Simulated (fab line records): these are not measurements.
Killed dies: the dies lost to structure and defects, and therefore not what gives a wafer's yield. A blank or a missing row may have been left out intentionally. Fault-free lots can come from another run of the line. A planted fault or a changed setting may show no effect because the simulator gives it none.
Comparing a struck lot with a sound one :: flow n5_finfet :: 36 out of 1938 route steps
Sound: the wafers L236.1, L236.3, L236.5. Wafers L242.1, L242.3, L242.6 were the ones struck. The cause comes at the end.
Each step with rows lists, per side, the tool, then ch with its chambers, then its first start. Under that, the readings that differ: sound wafers :: struck wafers :: difference of the means :: sigmas: that difference in standard deviations of wafers without a fault.
alike: readings with means less than 2 such deviations apart, plus words and numbers identical on both sides. not compared: withheld readings, readings lacking a value on some wafer, bounds such as >300 that could conceal the same value, and numbers that have no deviation in the record and whose values overlap.
A row with sigmas, a row that says differs or no value, or rows on one side alone: a step with any of these is where the two part. Non-overlapping numbers with no deviation appear without sigmas and do not part them. A reading that every wafer of one side lacks parts them only if that side has two wafers or more.

first, 9 steps without rows for these wafers: N5_BEOL_M5_COAT_71 (time 60 s, resist thk 5 nm); N5_BEOL_M5_COAT_05 (resist thk 30 nm); N5_BEOL_M5_EBR_07; N5_BEOL_M5_SOFTBAKE_06 (time 60 s); N5_BEOL_M5_EXPOSE_08 (exposes mask M5, target cd 28 nm); N5_BEOL_M5_PEB_09 (peb time 60 s); N5_BEOL_M5_DEVELOP_10 (develop time 30 s); N5_BEOL_M5_DESCUM_16 (chemistry O2, time 7 s); N5_BEOL_M5_ETCH_72 (etches underlayer in N2/H2, target depth 6.5 nm, time 5.2 s).
N5_BEOL_M5_ETCH_61: etches SiARC in CF4, target depth 15.6 nm, time 26 s.
  sound on rie_diel-04 ch 0,1,3, day 9 01:26; struck on rie_diel-03 ch 0,1,3, day 10 14:58
  alike: drypump_motor_current_A, etch_rf_on_time_s, mfc_ar_sccm, oes_product_au, rf_fwd_power_W, rf_vpp_V, showerhead_plenum_p_Torr, throttle_valve_pct
  not compared: rf_hours_counter_h
then, 25 steps without rows for these wafers: N5_BEOL_M5_ETCH_62 (etches SOC in N2/H2, target depth 75 nm, overetch 15 nm, time 112.5 s); N5_BEOL_M5_STRIP_63 (strips in N2/H2); N5_BEOL_M5_STRIP_73 (strips in N2/H2); N5_BEOL_M5_STRIP_64 (strips in CF4); N5_BEOL_M5_HM_OPEN_17 (chemistry Cl2/BCl3, target TiN, target depth 20 nm, overetch 6 nm); N5_BEOL_M5_STRIP_19 (strips in O2); N5_BEOL_M5_COAT_65 (time 60 s, resist thk 60 nm); N5_BEOL_M5_COAT_66 (time 60 s, resist thk 12 nm); N5_BEOL_M5_COAT_74 (time 60 s, resist thk 5 nm); N5_BEOL_M5_COAT_22 (resist thk 30 nm); N5_BEOL_M5_EBR_24; N5_BEOL_M5_SOFTBAKE_23 (time 60 s); N5_BEOL_M5_EXPOSE_25 (exposes mask V4, defocus 10 nm); N5_BEOL_M5_PEB_26 (peb time 60 s); N5_BEOL_M5_DEVELOP_27 (develop time 30 s); N5_BEOL_M5_DESCUM_33 (chemistry O2, time 7 s); N5_BEOL_M5_ETCH_75 (etches underlayer in N2/H2, target depth 6.5 nm, time 5.2 s); N5_BEOL_M5_ETCH_67 (etches SiARC in CF4, target depth 15.6 nm, time 26 s); N5_BEOL_M5_ETCH_68 (etches SOC in N2/H2, target depth 80 nm, overetch 16 nm, time 120 s); N5_BEOL_M5_STRIP_69 (strips in N2/H2); N5_BEOL_M5_STRIP_76 (strips in N2/H2); N5_BEOL_M5_VIA_ETCH_34 (etches SiCOH lowk in C4F6/O2, target depth 88.3 nm, time 39.2 s); N5_BEOL_M5_STRIP_85 (strips in C4F6/O2); N5_BEOL_M5_STRIP_36 (strips in N2/H2); N5_BEOL_M5_TRENCH_ETCH_37 (etches SiCOH lowk in C4F6/O2, target depth 71.652 nm, time 24.7 s).
-- record jumps: 4 days separate the struck wafers' starts on either side; left off in module BEOL_M5, taken up again in module PASSIVATION, whose first shown step is the route's number 1936 --
N5_PASSIVATION_PROBE_49:
  sound on prober-02 at day 13 09:35; struck on prober-02 at day 14 21:06
reading: defect_limited_yield (%)
sound: 91.2
struck: 83.1 87.1 83.9
difference: -6.5
sigmas: -5

reading: killed_at_M4_up
sound: 13
struck: 115 71 105
difference: +84
sigmas: +16

reading: killed_at_contacts
sound: 27
struck: 15 7 2
difference: -19
sigmas: -3

reading: killed_dies
sound: 104
struck: 199 152 190
difference: +76
sigmas: +5

reading: sort_bin_5_function (%)
sound: 5.3
struck: 10.9 7.5 10.6
difference: +4.4
sigmas: +5

reading: sort_n_pass
sound: 1076
struck: 981 1028 990
difference: -76
sigmas: -5

reading: sort_yield_pct (%)
sound: 91.2
struck: 83.1 87.1 83.9
difference: -6.5
sigmas: -5
  alike: killed_at_M0_to_M3, killed_at_front_end, killed_at_other, killed_open, killed_short, sort_bin_6_memory

WHERE THEY PART
Within this record, at N5_PASSIVATION_PROBE_49 only.

WHY: what the simulator had put in
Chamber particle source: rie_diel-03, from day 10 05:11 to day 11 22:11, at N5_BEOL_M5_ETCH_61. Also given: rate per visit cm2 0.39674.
